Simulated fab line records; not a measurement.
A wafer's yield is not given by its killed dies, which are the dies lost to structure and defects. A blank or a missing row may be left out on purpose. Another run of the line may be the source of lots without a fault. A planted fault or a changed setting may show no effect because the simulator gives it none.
Which tool did it? | flow n5 finfet | route of 1938 steps, sampled at 1 step: 12 lots, 36 wafers

== WHAT THE GAUGES READ, wafer by wafer ==
N5_BEOL_M6_CD_MEAS_28 targets a cd of 40 nm.
lot  | measured     | on        | cd nm (nm)
L075 | day 8 22:13  | cd sem-02 | 40.12 40.46 40.42
L077 | day 9 12:55  | cd sem-02 | 39.87 39.86 39.75
L079 | day 10 03:05 | cd sem-02 | 40.09 40.31 39.84
L080 | day 11 14:55 | cd sem-02 | 40.22 40.23 40.46
L082 | day 12 05:50 | cd sem-03 | 39.93 40.11 40.61
L086 | day 12 17:23 | cd sem-02 | 39.80 40.15 39.62
L084 | day 12 19:23 | cd sem-03 | 40.09 39.88 39.88
L088 | day 13 16:08 | cd sem-03 | 39.62 40.02 39.74
L094 | day 14 03:45 | cd sem-02 | 39.98 40.16 39.89
L093 | day 14 17:27 | cd sem-02 | 39.86 39.56 39.84
L092 | day 14 22:55 | cd sem-01 | 40.10 39.75 40.52
L097 | day 15 10:02 | cd sem-01 | 39.93 39.98 40.16

== EACH LOT AND THE TOOL THAT RAN IT (in order: tool; ch and the chambers of the sampled wafers; start) ==
The record holds no process step before these readings.

== THE ANSWER, worked out from the rows above alone ==
Rule: the lots themselves supply what counts as usual. Put in order of their means at a reading, lots are off if they are a third of the lots or fewer, leave a main group of 4 or more, and stand apart from it by a gap of 3 or more times the standard deviation of the main group's means; of several such gaps the widest counts. If all means in a main group match to the digits the tables above print for the reading, that group is not used. Also off: a lot with no number at a reading for which 4 or more lots have one. All remaining lots with rows at the step are treated as sound.
No lot is off on any of the readings shown, so nothing can be concluded from this.

== WHAT THE SIMULATOR PUT IN ==
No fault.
